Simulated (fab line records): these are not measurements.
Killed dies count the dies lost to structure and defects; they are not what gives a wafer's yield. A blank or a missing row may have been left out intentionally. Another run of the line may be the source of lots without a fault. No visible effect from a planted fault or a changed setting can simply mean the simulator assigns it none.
Chamber matching ; flow nand-harc ; ald-sin-04 running NHARC_P_GATE_ALD_36: 4 sister chambers
The step deposits SiNx, target thk 20 nm, pulse time 60 s, ald cycles 223. 4 wafers are shown with their chamber, then 8 later ones without.

## WAFERS, EACH WITH ITS CHAMBER
wafer;chamber;heater-power-w (W)
L080.5;1;856
L086.2;2;838
L086.5;0;781
L090.2;3;815

## WAFERS WHOSE CHAMBER IS MISSING
wafer;heater-power-w (W)
L090.4;806
L090.5;791
L093.1;799
L093.5;793
L093.6;792
L096.3;807
L096.2;790
L096.5;807

## EACH ONE'S CHAMBER
wafer;from the rows above;in truth
L090.4;can't be placed: 3 or 0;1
L090.5;can't be placed: 0 or 3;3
L093.1;can't be placed: 3 or 0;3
L093.5;can't be placed: 0 or 3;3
L093.6;can't be placed: 0 or 3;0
L096.3;can't be placed: 3 or 0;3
L096.2;can't be placed: 0 or 3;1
L096.5;can't be placed: 3 or 0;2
Placed correctly: 0 of 8. Not placeable from these rows: 8 (in 5, the candidates include the true chamber). Wrongly placed: 0.
How it was worked out, from the rows above alone: a wafer's distance from a chamber is the root of the sum, over the readings, of the square of ((its reading less the chamber's mean) divided by the reading's scatter). The wafer belongs to the nearest chamber; if the next one is less than 2 further off, it can't be placed. The mean given for a chamber averages the wafers shown for that chamber. The scatter (one wafer shown for each chamber): square how far every hidden wafer sits from the nearest shown wafer, average those squares and take the square root.
